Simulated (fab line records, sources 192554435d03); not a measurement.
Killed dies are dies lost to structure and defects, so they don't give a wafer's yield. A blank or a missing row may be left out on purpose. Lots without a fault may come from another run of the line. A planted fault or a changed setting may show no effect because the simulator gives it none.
Split-lot experiment | flow n5_finfet | 7 lots, 21 wafers read, on a route of 1938 steps

THE SPLIT
At N5_BEOL_M5_TRENCH_ETCH_37 (etches SiCOH lowk in C4F6/O2, target depth 71.652 nm, time 24.7 s), the setting time_s was moved away from the recipe's 24.7 s on 4 of the 21 wafers read, by -21.1% to -19.8%. The other wafers ran this setting at the recipe's value.

FROM THE SPLIT TO THE READING: what the file shows between them, 13 steps
- N5_BEOL_M5_ETCH_41: etches SiCN in CH3F/O2, target depth 31.5 nm, time 56.7 s
- N5_BEOL_M5_STRIP_91: strips in N2/H2, time 10 s
- N5_BEOL_M5_OCD_MEAS_38
- N5_BEOL_M5_HM_STRIP_39: strips TiN in peroxide tin strip, target depth 25 nm, time 158 s
- N5_BEOL_M5_SRD_40: time 30 s
- N5_BEOL_M5_ECD_50: material Cu, target thk 300 nm
- N5_BEOL_M5_ANNEAL_51: time 90 s
- N5_BEOL_M5_CMP_52: polishes, stops on SiCOH lowk, t overpolish 6.9 s, target thk 62 nm
- N5_BEOL_M5_THK_MEAS_53: measures by xrf
- N5_BEOL_M5_PRE_CLEAN_77: time 15 s
- N5_BEOL_M5_CO_CAP_78: material Co, precursor CCTBA/H2, target thk 2 nm, time 102.1 s
- N5_BEOL_M5_PRE_CLEAN_55: time 15 s
- N5_BEOL_M5_DEP_56: deposits SiCN from 3MS/NH3, target thk 8 nm, time 14 s

THE READING
M5_RS, in ohm/sq, at N5_BEOL_M5_RS_MEAS_57 (measures by four-point-probe). Fault-free wafers of this fab line usually give 0.392 ohm/sq, standard deviation 0.014 ohm/sq.

wafer  | tool, chamber at the split | time_s as run, s | against the recipe | M5_RS, ohm/sq | against lot-mates on the recipe
L077.1 | rie_diel-03, 3             | 19.82            | -19.8%             | 0.540         | +0.134
L077.3 | rie_diel-03, 1             | 19.82            | -19.8%             | 0.543         | +0.137
L077.4 | rie_diel-03, 2             | 24.7             | recipe             | 0.406         | -
L081.3 | rie_diel-04, 2             | 24.7             | recipe             | 0.391         | -
L081.5 | rie_diel-04, 2             | 24.7             | recipe             | 0.388         | -
L081.6 | rie_diel-04, 1             | 24.7             | recipe             | 0.371         | -
L088.1 | rie_diel-02, 1             | 24.7             | recipe             | 0.387         | -
L088.3 | rie_diel-02, 3             | 24.7             | recipe             | 0.379         | -
L088.5 | rie_diel-02, 0             | 24.7             | recipe             | 0.401         | -
L090.1 | rie_diel-02, 2             | 24.7             | recipe             | 0.382         | -
L090.4 | rie_diel-02, 0             | 24.7             | recipe             | 0.401         | -
L090.5 | rie_diel-02, 0             | 24.7             | recipe             | 0.417         | -
L091.3 | rie_diel-02, 3             | 24.7             | recipe             | 0.373         | -
L091.4 | rie_diel-02, 3             | 24.7             | recipe             | 0.370         | -
L091.6 | rie_diel-02, 2             | 24.7             | recipe             | 0.385         | -
L095.3 | rie_diel-03, 2             | 19.5             | -21.1%             | 0.614         | +0.219
L095.4 | rie_diel-03, 1             | 19.5             | -21.1%             | 0.537         | +0.142
L095.6 | rie_diel-03, 1             | 24.7             | recipe             | 0.395         | -
L096.1 | rie_diel-03, 2             | 24.7             | recipe             | 0.402         | -
L096.4 | rie_diel-03, 0             | 24.7             | recipe             | 0.379         | -
L096.5 | rie_diel-03, 2             | 24.7             | recipe             | 0.393         | -

THE FIT
A straight line over all 21 wafers: M5_RS changes by -0.00831 ohm/sq for each +1% of time_s; r = -0.97; the points scatter about the line by 0.018 ohm/sq.
The same after taking each lot's own level away (the mean of its wafers on the recipe; 21 wafers): -0.00778 ohm/sq for each +1%; r = -0.97; scatter 0.017 ohm/sq.
On that fit, the largest move of time_s shifts the reading by 0.16 ohm/sq.
The lots' own levels span 0.3760 to 0.4060 ohm/sq, that is 2.1 times the standard deviation above.
So the lot-to-lot level changes the slope little: the two slopes agree.
Check: with one of the wafers moved furthest among these (-21.1%) left out of the fit, the line predicts +0.144 ohm/sq for it against its lot-mates. It came out at +0.219 ohm/sq against them.

THE WHOLE CHAIN: every reading that the file lists as answering this split, in the file's order
step                      | what it does                                                        | reading                                                                      | change (the file's fit)               | r (the file's)
N5_BEOL_M5_TRENCH_ETCH_37 | etches SiCOH lowk in C4F6/O2, target depth 71.652 nm, time 24.7 s   | BEOL_M5.feature_depth_nm (the simulator's own value, which no gauge read)    | +0.719 nm for each +1% of the setting | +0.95
N5_BEOL_M5_TRENCH_ETCH_37 | etches SiCOH lowk in C4F6/O2, target depth 71.652 nm, time 24.7 s   | etch.depth_nm (the simulator's own value, which no gauge read)               | +0.719 nm for each +1% of the setting | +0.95
N5_BEOL_M5_OCD_MEAS_38    |                                                                     | trench_depth_nm                                                              | +0.729 nm for each +1% of the setting | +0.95
N5_BEOL_M5_CMP_52         | polishes, stops on SiCOH lowk, t overpolish 6.9 s, target thk 62 nm | Cu_of_BEOL_M5_ECD_50.thk_nm (the simulator's own value, which no gauge read) | +0.691 nm for each +1% of the setting | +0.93
N5_BEOL_M5_THK_MEAS_53    | measures by xrf                                                     | M5_THK                                                                       | +0.699 for each +1% of the setting    | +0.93
N5_BEOL_M5_RS_MEAS_57     | measures by four-point-probe                                        | M5_RS                                                                        | -0.00778 for each +1% of the setting  | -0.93

THE FILE'S OWN FIT
M5_RS changes by -0.00778 ohm/sq for each +1% of time_s, r = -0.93.
